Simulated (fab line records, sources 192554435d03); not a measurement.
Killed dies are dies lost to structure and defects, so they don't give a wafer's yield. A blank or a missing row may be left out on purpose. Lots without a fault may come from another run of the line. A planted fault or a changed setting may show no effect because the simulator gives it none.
fab line records | flow n5_finfet | part 1 of 2: steps 1 to 17 of 29
record lots=5 wafers=15 last_day=14
route steps=1938 shown BEOL_M7@1293
lots that met no fault: from a run of the same line without faults
start_h: hours from the record's first day to the start of the lot's first wafer shown | wait_h: hours since the lot's step before | " the same as in the row above | L1.1+2: a row that stands for several wafers | - no value, or no start given | * or withheld: withheld | < > ~ a bound
route shown NAME@n: a module of which the file shows steps, and the number in the route of the first | usual: mean/standard deviation of fault-free wafers | same: alike in all rows | chamber/n: place in a boat | sites: the reading at each site | _std_site: their standard deviation | _edge_site: outer sites' mean less inner sites' | radius_mm: how far each site lies from the wafer's centre | mask NAME#n: copy n | behind: the tool/chamber that last shaped the wafer | hold: why the lot was held/for how many hours/how that ended | device: the transistor (n, p or np) that didn't switch | end of line: the same wafers' tests at the end of the route | a step without rows: its recipe alone | killed: dies lost to structure and defects at the first sort, not the wafer's yield | map: a wafer's dies, x killed, . not, _ none there
set.NAME: the setting as run; set.NAME@STEP: as run at that earlier step | model.NAME: the simulator's own value behind a step, which no gauge read
lots at some steps of the route; a table a step, a row a wafer
services: from which hour (start_h, from the record's first day; less than 0 if before it) a tool's chamber was out of use, for how many hours, and why
## steps
# step N5_BEOL_M7_EXPOSE_25
# recipe mask_id=V6 na=0.33 source_shape=annular sigma_inner=0.4 sigma_outer=0.8 polarization=unpolarized target_cd_nm=40 dose_mj=42.5
# same na=0.33 sigma_inner=0.4
# columns lot.wafer tool chamber start_h wait_h mask
L078.1+3+6 euv_scanner-01 0 229.59 - V6#0
L080.3+4+5 euv_scanner-01 0 232.14 - V6#0
L081.1+3+6 euv_scanner-01 0 252.38 - V6#0
L082.1+3+5 euv_scanner-02 0 253.56 - V6#0
L083.1+3+6 euv_scanner-01 0 257.32 - V6#0
# step N5_BEOL_M7_PEB_26
# recipe peb_temp_c=100 peb_time_s=60 resist=CAR-EUV
# usual heater_power_total_W=154.0/1
# columns lot.wafer tool chamber start_h wait_h heater_power_total_W
L078.1 litho_track-03 0 229.66 0.1 155.1
L078.3 " 0 " " 155.6
L078.6 " 0 " " 153.9
L080.3 litho_track-02 0 232.20 0.0 154.7
L080.4 " 0 " " 153.9
L080.5 " 0 " " 152.8
L081.1 litho_track-03 0 252.44 0.1 152.6
L081.3 " 0 " " 153.8
L081.6 " 0 " " 152.8
L082.1 litho_track-02 0 253.63 0.1 153.6
L082.3 " 0 " " 155.4
L082.5 " 0 " " 153.1
L083.1 litho_track-01 0 257.39 0.1 154.9
L083.3 " 0 " " 152.8
L083.6 " 0 " " 154.8
# step N5_BEOL_M7_DEVELOP_27
# recipe develop_time_s=30 developer=TMAH resist=CAR-EUV rinse_liquid=surfactant_rinse dry=air_spin dev_temp_c=23
# columns lot.wafer tool chamber start_h wait_h
L078.1+3+6 litho_track-03 0 - -
L080.3+4+5 litho_track-02 0 - -
L081.1+3+6 litho_track-03 0 - -
L082.1+3+5 litho_track-02 0 - -
L083.1+3+6 litho_track-01 0 - -
# step N5_BEOL_M7_CD_MEAS_28
# recipe target_cd_nm=40 landing_energy_ev=500 detector=se_inlens
# usual cd_nm=39.9/0.31
# columns lot.wafer tool chamber start_h wait_h cd_nm
L078.1 cd_sem-01 0 229.73 - 39.9
L078.3 " 0 " " 40.0
L078.6 " 0 " " 40.0
L080.3 cd_sem-01 0 232.27 - 40.2
L080.4 " 0 " " 40.2
L080.5 " 0 " " 40.3
L081.1 cd_sem-03 0 252.51 - 40.4
L081.3 " 0 " " 39.6
L081.6 " 0 " " 39.6
L082.1 cd_sem-02 0 253.69 - 39.8
L082.3 " 0 " " 39.9
L082.5 " 0 " " 39.7
L083.1 cd_sem-02 0 257.46 - 40.0
L083.3 " 0 " " 40.4
L083.6 " 0 " " 40.0
# step N5_BEOL_M7_OVL_MEAS_29
# recipe points_per_wafer=522
# usual V6_OVL=0.1/0.61
# columns lot.wafer tool chamber start_h wait_h V6_OVL[nm]
L078.1 overlay-01 0 229.76 0.0 0.0
L078.3 " 0 " " 0.1
L078.6 " 0 " " -0.1
L080.3 overlay-01 0 232.31 0.0 1.5
L080.4 " 0 " " -0.1
L080.5 " 0 " " 0.4
L081.1 overlay-01 0 252.54 0.0 0.1
L081.3 " 0 " " 0.5
L081.6 " 0 " " 0.4
L082.1 overlay-02 0 253.72 0.0 0.5
L082.3 " 0 " " 0.4
L082.5 " 0 " " 0.4
L083.1 overlay-02 0 257.49 0.0 1.0
L083.3 " 0 " " 1.0
L083.6 " 0 " " 0.0
# step N5_BEOL_M7_INSPECT_30
# recipe mode=adi inspect_instrument=brightfield
# usual raw_defect_count=402/90
# columns lot.wafer tool chamber start_h wait_h raw_defect_count
L078.1 defect_inspect-02 - 229.82 0.1 378
L078.3 " - " " 445
L078.6 " - " " 380
L080.3 defect_inspect-02 - 232.35 0.0 400
L080.4 " - " " 518
L080.5 " - " " 510
L081.1 defect_inspect-01 - 252.60 0.1 324
L081.3 " - " " 307
L081.6 " - " " 417
L082.1 defect_inspect-01 - 253.78 0.1 309
L082.3 " - " " 213
L082.5 " - " " 294
L083.1 defect_inspect-02 - 257.54 0.1 715
L083.3 " - " " 399
L083.6 " - " " 578
# step N5_BEOL_M7_DESCUM_33
# recipe chemistry=O2 time_s=7 source_power_w=50 bias_power_w=20 pressure_mtorr=20 rf_frequency_hz=2.712e+07 temp_c=40 resist=CAR-EUV o2_flow_sccm=225
# usual drypump_motor_current_A=5.6/0.47 oes_product_au=0.80/0.086 rf_vpp_V=242.7/1.3 showerhead_plenum_p_Torr=2.06/0.063 throttle_valve_pct=20.5/0.31
# columns lot.wafer tool chamber start_h wait_h drypump_motor_current_A oes_product_au rf_hours_counter_h rf_vpp_V showerhead_plenum_p_Torr throttle_valve_pct
L078.1 rie_diel-06 3 229.93 0.1 5.3 0.71 186 241.9 1.97 20.6
L078.3 " 0 " " 5.4 0.83 - 240.7 2.05 20.8
L078.6 " 0 " " 5.3 0.82 - 241.9 2.05 20.7
L080.3 rie_diel-06 3 232.39 0.0 5.3 0.71 188 240.8 1.97 20.6
L080.4 " 0 " " 5.3 0.82 - 241.6 2.05 20.8
L080.5 " 2 " " 4.8 0.90 - 243.7 2.14 20.1
L081.1 rie_diel-04 1 252.99 0.4 6.5 0.77 128 244.4 2.12 20.3
L081.3 " 0 " " 5.6 0.94 13 242.1 2.07 20.7
L081.6 " 1 " " 6.5 0.78 - 243.9 2.12 20.3
L082.1 rie_diel-06 3 253.89 0.1 5.3 0.72 196 241.5 1.97 20.6
L082.3 " 0 " " 5.3 0.81 83 242.6 2.04 20.8
L082.5 " 3 " " 5.3 0.72 - 241.4 1.97 20.6
L083.1 rie_diel-02 0 257.58 0.0 6.0 0.73 197 244.1 2.05 20.7
L083.3 " 2 " " 5.8 0.66 249 243.0 2.03 20.0
L083.6 " 2 " " 5.8 0.66 - 242.7 2.03 20.0
# step N5_BEOL_M7_ETCH_72
# recipe chemistry=N2/H2 target=underlayer target_depth_a=65 mask_material=CAR-EUV time_s=5.2 ion_energy_ev=200 pressure_mtorr=30 source_w=840 bias_w=150 n2_flow_sccm=200 h2_flow_sccm=200 ends=cleared
# usual drypump_motor_current_A=5.6/0.47 etch_rf_on_time_s=5.21/0.13 oes_product_au=0.68/0.068 rf_vpp_V=522.9/2.4 showerhead_plenum_p_Torr=2.51/0.076 throttle_valve_pct=17.9/0.31
# columns lot.wafer tool chamber start_h wait_h drypump_motor_current_A etch_rf_on_time_s oes_product_au rf_hours_counter_h rf_vpp_V showerhead_plenum_p_Torr throttle_valve_pct
L078.1 rie_diel-06 3 229.98 0.0 5.3 5.09 0.63 186 519.3 2.43 18.3
L078.3 " 0 " " 5.3 5.35 0.69 - 522.2 2.47 18.1
L078.6 " 0 " " 5.4 5.41 0.69 - 522.0 2.48 18.1
L080.3 rie_diel-06 3 232.42 0.0 5.3 5.08 0.62 188 520.6 2.43 18.3
L080.4 " 0 " " 5.3 5.36 0.69 - 523.2 2.47 18.1
L080.5 " 2 " " 4.8 5.42 0.77 - 525.2 2.60 17.6
L081.1 rie_diel-04 1 253.03 0.0 6.5 5.16 0.66 128 525.9 2.55 17.5
L081.3 " 0 " " 5.6 5.26 0.78 13 520.3 2.50 18.0
L081.6 " 1 " " 6.5 5.16 0.66 - 523.8 2.55 17.5
L082.1 rie_diel-06 3 253.93 0.0 5.3 4.97 0.63 196 522.6 2.42 18.3
L082.3 " 0 " " 5.3 5.27 0.70 83 523.1 2.47 18.1
L082.5 " 3 " " 5.3 5.01 0.62 - 517.4 2.42 18.3
L083.1 rie_diel-02 0 257.61 0.0 5.9 5.12 0.63 197 524.5 2.50 18.1
L083.3 " 2 " " 5.8 5.41 0.56 249 522.8 2.52 17.8
L083.6 " 2 " " 5.8 5.43 0.55 - 523.7 2.52 17.8
# step N5_BEOL_M7_ETCH_65
# recipe chemistry=CF4 target=SiARC target_depth_a=156 mask_material=CAR-EUV time_s=26 ion_energy_ev=80 pressure_mtorr=40 source_w=545 bias_w=36 Ar_flow_sccm=100 cf4_flow_sccm=100 ends=cleared
# usual drypump_motor_current_A=5.6/0.47 etch_rf_on_time_s=26.0/0.62 oes_product_au=0.68/0.069 rf_vpp_V=183.7/0.97 showerhead_plenum_p_Torr=2.12/0.054 throttle_valve_pct=15.7/0.31
# columns lot.wafer tool chamber start_h wait_h drypump_motor_current_A etch_rf_on_time_s oes_product_au rf_hours_counter_h rf_vpp_V showerhead_plenum_p_Torr throttle_valve_pct
L078.1 rie_diel-06 3 230.01 0.0 5.3 25.8 0.62 186 182.8 2.06 16.0
L078.3 " 0 " " 5.3 26.8 0.69 - 183.8 2.09 15.8
L078.6 " 0 " " 5.3 26.8 0.69 - 183.7 2.09 15.8
L080.3 rie_diel-06 3 232.44 0.0 5.3 25.1 0.63 188 183.1 2.06 16.0
L080.4 " 0 " " 5.3 26.4 0.70 - 184.0 2.09 15.8
L080.5 " 2 " " 4.8 27.1 0.77 - 185.2 2.20 15.3
L081.1 rie_diel-04 1 253.05 0.0 6.5 26.3 0.66 128 185.5 2.14 15.4
L081.3 " 0 " " 5.6 26.0 0.79 13 183.7 2.11 15.7
L081.6 " 1 " " 6.5 26.3 0.66 - 184.5 2.14 15.4
L082.1 rie_diel-06 3 253.94 0.0 5.3 24.8 0.63 196 183.2 2.05 16.1
L082.3 " 0 " " 5.3 26.3 0.69 83 182.6 2.09 15.8
L082.5 " 3 " " 5.3 25.1 0.62 - 182.9 2.05 16.0
L083.1 rie_diel-02 0 257.63 0.0 6.0 25.6 0.64 197 183.8 2.12 16.0
L083.3 " 2 " " 5.8 27.4 0.55 249 184.4 2.12 15.6
L083.6 " 2 " " 5.8 27.1 0.56 - 184.2 2.12 15.6
# step N5_BEOL_M7_ETCH_66
# recipe chemistry=N2/H2 target=SOC target_depth_a=800 overetch_a=160 mask_material=SiARC temp_c=40 time_s=120 ion_energy_ev=200 pressure_mtorr=30 source_w=840 bias_w=150 n2_flow_sccm=200 h2_flow_sccm=200
# usual drypump_motor_current_A=5.6/0.47 oes_product_au=0.61/0.063 rf_vpp_V=522.9/2.1 showerhead_plenum_p_Torr=2.51/0.076 throttle_valve_pct=17.9/0.31
# columns lot.wafer tool chamber start_h wait_h drypump_motor_current_A oes_product_au rf_hours_counter_h rf_vpp_V showerhead_plenum_p_Torr throttle_valve_pct
L078.1 rie_diel-06 3 230.05 0.0 5.3 0.56 186 518.9 2.43 18.3
L078.3 " 0 " " 5.3 0.64 - 522.1 2.47 18.1
L078.6 " 0 " " 5.3 0.63 - 522.1 2.47 18.0
L080.3 rie_diel-06 3 232.47 0.0 5.3 0.55 188 520.7 2.43 18.3
L080.4 " 0 " " 5.3 0.63 - 522.8 2.47 18.0
L080.5 " 2 " " 4.8 0.70 - 524.5 2.61 17.5
L081.1 rie_diel-04 1 253.07 0.0 6.5 0.59 128 523.6 2.55 17.5
L081.3 " 0 " " 5.6 0.70 13 521.2 2.50 18.0
L081.6 " 1 " " 6.5 0.59 - 524.8 2.55 17.5
L082.1 rie_diel-06 3 253.97 0.0 5.3 0.55 196 519.4 2.42 18.3
L082.3 " 0 " " 5.3 0.62 83 522.4 2.47 18.1
L082.5 " 3 " " 5.3 0.55 - 520.5 2.42 18.3
L083.1 rie_diel-02 0 257.66 0.0 5.9 0.56 197 523.0 2.50 18.1
L083.3 " 2 " " 5.8 0.51 249 521.5 2.52 17.7
L083.6 " 2 " " 5.8 0.51 - 523.1 2.52 17.7
# step N5_BEOL_M7_STRIP_69
# recipe chemistry=N2/H2 temp_c=40 n2_flow_sccm=200 h2_flow_sccm=200 rf_frequency_hz=6e+07
# columns lot.wafer tool chamber start_h wait_h
L078.1+3+6 rie_diel-06 3,0,0 230.17 0.1
L080.3+4+5 rie_diel-06 3,0,2 232.55 0.0
L081.1+3+6 rie_diel-04 1,0,1 253.15 0.0
L082.1+3+5 rie_diel-06 3,0,3 254.05 0.0
L083.1+3+6 rie_diel-02 0,2,2 257.74 0.0
# step N5_BEOL_M7_STRIP_73
# recipe chemistry=N2/H2 temp_c=40 n2_flow_sccm=200 h2_flow_sccm=200 rf_frequency_hz=6e+07
# columns lot.wafer tool chamber start_h wait_h
L078.1+3+6 rie_diel-06 3,0,0 230.19 0.0
L080.3+4+5 rie_diel-06 3,0,2 232.56 0.0
L081.1+3+6 rie_diel-04 1,0,1 253.16 0.0
L082.1+3+5 rie_diel-06 3,0,3 254.06 0.0
L083.1+3+6 rie_diel-02 0,2,2 257.75 0.0
# step N5_BEOL_M7_VIA_ETCH_34
# recipe chemistry=C4F6/O2 target=SiCOH_lowk target_depth_a=1255 mask_material=SOC taper_deg=4 time_s=50.5 ion_energy_ev=250 pressure_mtorr=30 source_w=345 bias_w=185 Ar_flow_sccm=300 C4F6_flow_sccm=10 O2_flow_sccm=10
# usual O2_flow_sccm=10.00/0.032 drypump_motor_current_A=5.6/0.47 oes_product_au=0.80/0.083 rf_vpp_V=666/20 showerhead_plenum_p_Torr=2.81/0.078 throttle_valve_pct=20.9/0.37
# columns lot.wafer tool chamber start_h wait_h O2_flow_sccm drypump_motor_current_A oes_product_au rf_hours_counter_h rf_vpp_V showerhead_plenum_p_Torr throttle_valve_pct
L078.1 rie_diel-06 3 230.20 0.0 9.95 5.3 0.72 186 650 2.73 21.3
L078.3 " 0 " " 10.01 5.4 0.82 - 673 2.76 21.1
L078.6 " 0 " " 10.03 5.4 0.81 - 673 2.76 21.0
L080.3 rie_diel-06 3 232.57 0.0 10.02 5.3 0.73 188 649 2.73 21.3
L080.4 " 0 " " 10.03 5.4 0.82 - 673 2.76 21.1
L080.5 " 2 " " 9.99 4.8 0.91 - 660 2.94 20.8
L081.1 rie_diel-04 1 253.17 0.0 9.96 6.5 0.76 128 707 2.82 20.4
L081.3 " 0 " " 10.02 5.5 0.90 13 651 2.79 21.0
L081.6 " 1 " " 9.95 6.5 0.76 - 708 2.82 20.4
L082.1 rie_diel-06 3 254.07 0.0 9.94 5.3 0.72 196 651 2.73 21.3
L082.3 " 0 " " 9.98 5.3 0.81 84 670 2.76 21.1
L082.5 " 3 " " 9.95 5.3 0.72 - 649 2.73 21.3
L083.1 rie_diel-02 0 257.76 0.0 9.97 6.0 0.74 197 650 2.83 21.4
L083.3 " 2 " " 10.03 5.8 0.65 249 677 2.79 20.6
L083.6 " 2 " " 9.93 5.8 0.65 - 678 2.79 20.6
# step N5_BEOL_M7_STRIP_76
# recipe chemistry=C4F6/O2 resist=SiARC rf_frequency_hz=6e+07
# columns lot.wafer tool chamber start_h wait_h
L078.1+3+6 rie_diel-06 3,0,0 230.26 0.0
L080.3+4+5 rie_diel-06 3,0,2 232.61 0.0
L081.1+3+6 rie_diel-04 1,0,1 253.22 0.0
L082.1+3+5 rie_diel-06 3,0,3 254.11 0.0
L083.1+3+6 rie_diel-02 0,2,2 257.80 0.0
# step N5_BEOL_M7_STRIP_36
# recipe chemistry=N2/H2 power_w=450 temp_c=40 pressure_mtorr=20 rf_frequency_hz=6e+07 overash_fraction=0.3 bias_power_w=7 h2_frac=0.5 n2_flow_sccm=200 h2_flow_sccm=200
# usual drypump_motor_current_A=5.6/0.46 oes_product_au=0.80/0.086 rf_vpp_V=59.2/1.4 showerhead_plenum_p_Torr=2.50/0.076 throttle_valve_pct=23.7/0.38
# columns lot.wafer tool chamber start_h wait_h drypump_motor_current_A oes_product_au rf_hours_counter_h rf_vpp_V showerhead_plenum_p_Torr throttle_valve_pct
L078.1 rie_diel-06 3 230.28 0.0 5.3 0.72 187 58.2 2.42 24.2
L078.3 " 0 " " 5.3 0.82 - 59.0 2.47 24.0
L078.6 " 0 " " 5.3 0.84 - 59.9 2.47 24.0
L080.3 rie_diel-06 3 232.62 0.0 5.3 0.71 188 58.6 2.42 24.2
L080.4 " 0 " " 5.4 0.83 - 58.4 2.47 24.0
L080.5 " 2 " " 4.8 0.91 - 61.9 2.60 23.4
L081.1 rie_diel-04 1 253.23 0.0 6.4 0.77 128 57.7 2.54 23.1
L081.3 " 0 " " 5.6 0.92 13 60.1 2.49 23.9
L081.6 " 1 " " 6.5 0.77 - 58.3 2.54 23.1
L082.1 rie_diel-06 3 254.12 0.0 5.3 0.72 196 58.9 2.42 24.2
L082.3 " 0 " " 5.4 0.81 84 59.8 2.47 24.0
L082.5 " 3 " " 5.3 0.70 - 57.3 2.42 24.2
L083.1 rie_diel-02 0 257.81 0.0 6.0 0.74 197 58.2 2.49 23.8
L083.3 " 2 " " 5.8 0.65 249 59.9 2.51 23.3
L083.6 " 2 " " 5.8 0.66 - 58.5 2.51 23.3
# step N5_BEOL_M7_TRENCH_ETCH_37
# recipe chemistry=C4F6/O2 target_depth_a=934.78 target=SiCOH_lowk time_s=31.2 ion_energy_ev=250 pressure_mtorr=30 source_w=345 bias_w=185 Ar_flow_sccm=300 C4F6_flow_sccm=10 O2_flow_sccm=10
# usual O2_flow_sccm=10.004/0.03 drypump_motor_current_A=5.6/0.47 oes_product_au=0.80/0.082 rf_vpp_V=666/20 showerhead_plenum_p_Torr=2.81/0.078 throttle_valve_pct=21.0/0.37
# columns lot.wafer tool chamber start_h wait_h O2_flow_sccm drypump_motor_current_A oes_product_au rf_hours_counter_h rf_vpp_V showerhead_plenum_p_Torr throttle_valve_pct
L078.1 rie_diel-06 3 - - 10.012 5.3 0.72 187 650 2.73 21.3
L078.3 " 0 " " 10.062 5.4 0.82 - 673 2.76 21.1
L078.6 " 0 " " 9.977 5.4 0.82 - 673 2.76 21.1
L080.3 rie_diel-06 3 - - 10.026 5.3 0.72 188 650 2.73 21.3
L080.4 " 0 " " 9.971 5.3 0.81 - 671 2.76 21.1
L080.5 " 2 " " 9.989 4.8 0.92 - 659 2.94 20.8
L081.1 rie_diel-04 1 - - 9.988 6.5 0.77 128 707 2.82 20.4
L081.3 " 0 " " 10.056 5.6 0.92 13 650 2.79 21.0
L081.6 " 1 " " 9.982 6.5 0.76 - 706 2.82 20.4
L082.1 rie_diel-06 3 - - 9.987 5.3 0.71 196 648 2.73 21.3
L082.3 " 0 " " 9.992 5.3 0.81 84 672 2.76 21.1
L082.5 " 3 " " 10.019 5.3 0.72 - 649 2.73 21.3
L083.1 rie_diel-02 0 - - 10.001 6.0 0.74 197 650 2.83 21.4
L083.3 " 2 " " 10.013 5.8 0.66 249 676 2.79 20.6
L083.6 " 2 " " 10.006 5.8 0.66 - 677 2.79 20.6
# step N5_BEOL_M7_ETCH_41
# recipe chemistry=CH3F/O2 target=SiCN target_depth_a=319 taper_deg=2 time_s=57.8 ion_energy_ev=120 mask_material=TiN pressure_mtorr=30 source_w=395 bias_w=75 Ar_flow_sccm=150 CH3F_flow_sccm=30 O2_flow_sccm=20
# usual O2_flow_sccm=20.00/0.06 drypump_motor_current_A=5.6/0.47 oes_product_au=0.80/0.082 rf_vpp_V=296.7/1.3 showerhead_plenum_p_Torr=1.97/0.057 throttle_valve_pct=16.3/0.33
# columns lot.wafer tool chamber start_h wait_h O2_flow_sccm drypump_motor_current_A oes_product_au rf_hours_counter_h rf_vpp_V showerhead_plenum_p_Torr throttle_valve_pct
L078.1 rie_diel-06 3 - - 20.03 5.3 0.72 187 296.0 1.92 16.7
L078.3 " 0 " " 19.95 5.3 0.81 - 295.2 1.94 16.4
L078.6 " 0 " " 20.07 5.3 0.81 - 296.0 1.94 16.5
L080.3 rie_diel-06 3 - - 19.94 5.2 0.72 188 295.8 1.91 16.7
L080.4 " 0 " " 19.94 5.3 0.81 - 295.4 1.94 16.4
L080.5 " 2 " " 19.99 4.8 0.90 - 297.5 2.07 16.1
L081.1 rie_diel-04 1 - - 19.99 6.5 0.76 128 298.0 1.99 16.0
L081.3 " 0 " " 20.01 5.6 0.91 13 297.3 1.96 16.4
L081.6 " 1 " " 19.98 6.5 0.76 - 298.6 1.99 16.0
L082.1 rie_diel-06 3 - - 19.96 5.3 0.72 197 296.1 1.91 16.7
L082.3 " 0 " " 20.05 5.3 0.81 84 297.9 1.94 16.5
L082.5 " 3 " " 19.81 5.3 0.72 - 295.5 1.91 16.7
L083.1 rie_diel-02 0 - - 19.94 5.9 0.74 197 296.9 1.98 16.7
L083.3 " 2 " " 19.99 5.8 0.65 249 297.2 1.96 16.2
L083.6 " 2 " " 19.94 5.8 0.65 - 298.4 1.96 16.2
